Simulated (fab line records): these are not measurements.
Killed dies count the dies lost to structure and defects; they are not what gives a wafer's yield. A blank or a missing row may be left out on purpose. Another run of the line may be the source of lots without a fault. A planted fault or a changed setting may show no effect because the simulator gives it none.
A struck lot beside a sound one ; flow nand harc ; 39 steps out of a route of 1302
Sound: wafers L179.3, L179.4, L179.6. Struck: wafers L189.1, L189.5 (left out: L189.3, a lot-mate that was not struck); the cause follows at the end.
Per side, at each step with rows, come the tool, then ch with its chambers, and then its first start. Under that, the readings that differ: sound wafers ; struck wafers ; difference of the means ; sigmas: that difference in standard deviations of wafers without a fault.
alike: readings whose means differ by less than 2 such deviations, and words and numbers that are the same on both sides. not compared: withheld readings, readings that some wafer has no value for, bounds like >300 that may hide the same value, and numbers for which the record gives no deviation and whose values overlap.
Wherever a step has rows on one side only, a row that says differs or no value, or a row with sigmas, the two part there. When numbers do not overlap yet have no deviation, they are printed without sigmas and do not part them. A reading that every wafer of one side lacks parts them only if that side has two wafers or more.

first, 10 steps without rows for these wafers: NHARC_A_CHANNEL_HOLE_D1_DEP_00 (deposits aC, target thk 3100 nm); NHARC_A_CHANNEL_HOLE_D1_DEP_01 (deposits SiON, target thk 140 nm); NHARC_A_CHANNEL_HOLE_D1_DEHYDRATE_02 (time 120 s); NHARC_A_CHANNEL_HOLE_D1_HMDS_03 (time 30 s); NHARC_A_CHANNEL_HOLE_D1_COAT_36 (time 75 s); NHARC_A_CHANNEL_HOLE_D1_COAT_37 (time 65 s); NHARC_A_CHANNEL_HOLE_D1_COAT_04 (resist thk 90 nm); NHARC_A_CHANNEL_HOLE_D1_SOFTBAKE_05 (time 55 s); NHARC_A_CHANNEL_HOLE_D1_EBR_06; NHARC_A_CHANNEL_HOLE_D1_EXPOSE_07 (exposes mask HOLE D1, target cd 100 nm).
NHARC_A_CHANNEL_HOLE_D1_PEB_08: peb time 65 s.
  sound on litho track-01 ch 0, day 12 18:11; struck on litho track-01 ch 0, day 16 08:53
then, 1 step without rows for these wafers: NHARC_A_CHANNEL_HOLE_D1_DEVELOP_09 (develop time 35 s).
NHARC_A_CHANNEL_HOLE_D1_CD_MEAS_10: the cd target is 100 nm.
  sound on cd sem-03 ch 0, day 12 18:16; struck on cd sem-01 ch 0, day 16 08:57
reading;sound;struck;difference;sigmas
cd nm (nm);100.0 100.0 100.7;110.7 111.4;+10.8;+22
NHARC_A_CHANNEL_HOLE_D1_DESCUM_15: chemistry O2, time 3 s.
  sound on rie diel-11 ch 0,1, day 12 18:27; struck on rie diel-11 ch 2,3, day 16 09:08
reading;sound;struck;difference;sigmas
model.A_CHANNEL_HOLE_D1.cd nm (nm);100.3 100.9 101.5;111.3 111.1;+10.3;
  alike: drypump motor current A, o2 flow sccm, oes product au, rf vpp V, showerhead plenum p Torr, throttle valve pct
  not compared: rf hours counter h
then, 4 steps without rows for these wafers: NHARC_A_CHANNEL_HOLE_D1_ETCH_38 (etches the open film in CF4, target depth 39 nm, time 65 s); NHARC_A_CHANNEL_HOLE_D1_ETCH_39 (etches the open film in N2/H2, target depth 260 nm, time 325 s); NHARC_A_CHANNEL_HOLE_D1_ETCH_34 (etches the open film in CF4/CHF3, target depth 154 nm, time 77 s); NHARC_A_CHANNEL_HOLE_D1_ETCH_16 (etches the open film in O2/COS, target depth 3100 nm, time 806 s).
NHARC_A_CHANNEL_HOLE_D1_CD_MEAS_18:
  sound on cd sem-03, day 12 19:34; struck on cd sem-03, day 16 10:27
reading;sound;struck;difference;sigmas
cd nm (nm);103.5 103.6 103.7;112.0 112.1;+8.5;+4
then, 12 steps without rows for these wafers: NHARC_A_CHANNEL_HOLE_D1_ETCH_19 (etches the open film in C4F8/O2/Ar, time 34.5 s); NHARC_A_CHANNEL_HOLE_D1_ETCH_20 (etches the open film in C4F8/O2/Ar, time 361.9 s, target depth 1600 nm); NHARC_A_CHANNEL_HOLE_D1_ETCH_21 (etches the open film in C4F8/O2/Ar, time 514.3 s, target depth 1600 nm); NHARC_A_CHANNEL_HOLE_D1_ETCH_22 (etches the open film in C4F8/O2/Ar, time 666.7 s, target depth 1600 nm); NHARC_A_CHANNEL_HOLE_D1_ETCH_23 (etches the open film in C4F8/O2/Ar, time 819 s, target depth 1600 nm); NHARC_A_CHANNEL_HOLE_D1_ETCH_24 (etches the open film in C4F8/O2/Ar, time 906.2 s, target depth 1500 nm); NHARC_A_CHANNEL_HOLE_D1_ETCH_25 (etches the open film in C4F8/O2/Ar, time 1040.2 s, target depth 1500 nm); NHARC_A_CHANNEL_HOLE_D1_ETCH_26 (etches the open film in C4F8/O2/Ar, time 224.1 s, target depth 300 nm); NHARC_A_CHANNEL_HOLE_D1_ETCH_33 (etches the open film in C4F8/O2/Ar, time 90 s, target depth 400 nm); NHARC_A_CHANNEL_HOLE_D1_STRIP_41 (strips in N2/H2); NHARC_A_CHANNEL_HOLE_D1_STRIP_42 (strips in CF4/CHF3); NHARC_A_CHANNEL_HOLE_D1_STRIP_43 (strips in O2/COS).
NHARC_A_CHANNEL_HOLE_D1_ETCH_44: etches the open film in CF4/O2, target depth 140 nm, overetch 14 nm, time 77 s.
  sound on rie diel-11 ch 2,3, day 13 00:23; struck on rie diel-11 ch 2,3, day 16 15:15
reading;sound;struck;difference;sigmas
model.A_CHANNEL_HOLE_D1.cd nm (nm);90.7 89.98 91.8;99.42 101;+9.38;
  alike: drypump motor current A, o2 flow sccm, oes_f_703_au, oes product au, rf vpp V, showerhead plenum p Torr, throttle valve pct
  not compared: rf hours counter h
then, 3 steps without rows for these wafers: NHARC_A_CHANNEL_HOLE_D1_STRIP_27 (strips in O2); NHARC_A_CHANNEL_HOLE_D1_PRECLEAN_28 (cleans in SC1); NHARC_A_CHANNEL_HOLE_D1_SRD_29.
NHARC_A_CHANNEL_HOLE_D1_CD_MEAS_30:
  sound on cd sem-03, day 13 01:11; struck on cd sem-03, day 16 16:02
reading;sound;struck;difference;sigmas
cd nm (nm);90.8 90.8 92.1;99.7 101.0;+9.1;+8
NHARC_A_CHANNEL_HOLE_D1_XSEM_31:
  sound on xsem-01 ch 0, day 13 01:17; struck on xsem-02 ch 0, day 16 16:08
reading;sound;struck;difference;sigmas
bot cd nm (nm);75.9 75.8 76.4;84.0 84.9;+8.4;+6
  alike: bow nm, tilt deg
-- jump in the record: it breaks off in module A_CHANNEL_HOLE_D1 and resumes in module END (first step shown: number 1301 of the route), and 15 days separate the struck wafers' starts before and after --
NHARC_END_WLT_00:
  sound on prober-01, day 28 13:36; struck on prober-01, day 32 04:07
reading;sound;struck;difference;sigmas
VT_DECK1_BOTTOM;0.872 0.873 0.869;0.919 0.923;+0.050;+6
VT_DECK1_BOTTOM_INNER;0.875 0.872 0.879;0.924 0.923;+0.048;+5
VT_DECK1_MEDIAN_NEAR_BOTTOM;0.879 0.881 0.877;0.923 0.933;+0.049;+5
VT_DECK1_MEDIAN_NEAR_BOTTOM_INNER;0.878 0.873 0.888;0.938 0.937;+0.058;+6
VT_DECK1_MIDDLE;0.892 0.884 0.896;0.930 0.941;+0.045;+4
VT_DECK1_MIDDLE_INNER;0.891 0.895 0.880;0.933 0.936;+0.046;+5
VT_DECK1_TOP;0.897 0.890 0.896;0.949 0.946;+0.053;+5
VT_DECK1_TOP_INNER;0.890 0.899 0.902;0.939 0.944;+0.044;+5
  alike: VT_DECK2_BOTTOM, VT_DECK2_BOTTOM_INNER, VT_DECK2_MEDIAN_NEAR_BOTTOM, VT_DECK2_MEDIAN_NEAR_BOTTOM_INNER, VT_DECK2_MIDDLE, VT_DECK2_MIDDLE_INNER, VT_DECK2_TOP, VT_DECK2_TOP_INNER
NHARC_END_SORT_01:
  the record has rows for the struck wafers here (prober-01 ch 0, day 32 07:06) and none for the sound ones

## WHERE THEY PART
At NHARC_A_CHANNEL_HOLE_D1_CD_MEAS_10 first; at NHARC_END_SORT_01 last (within this record only).

WHY: what the simulator had put in
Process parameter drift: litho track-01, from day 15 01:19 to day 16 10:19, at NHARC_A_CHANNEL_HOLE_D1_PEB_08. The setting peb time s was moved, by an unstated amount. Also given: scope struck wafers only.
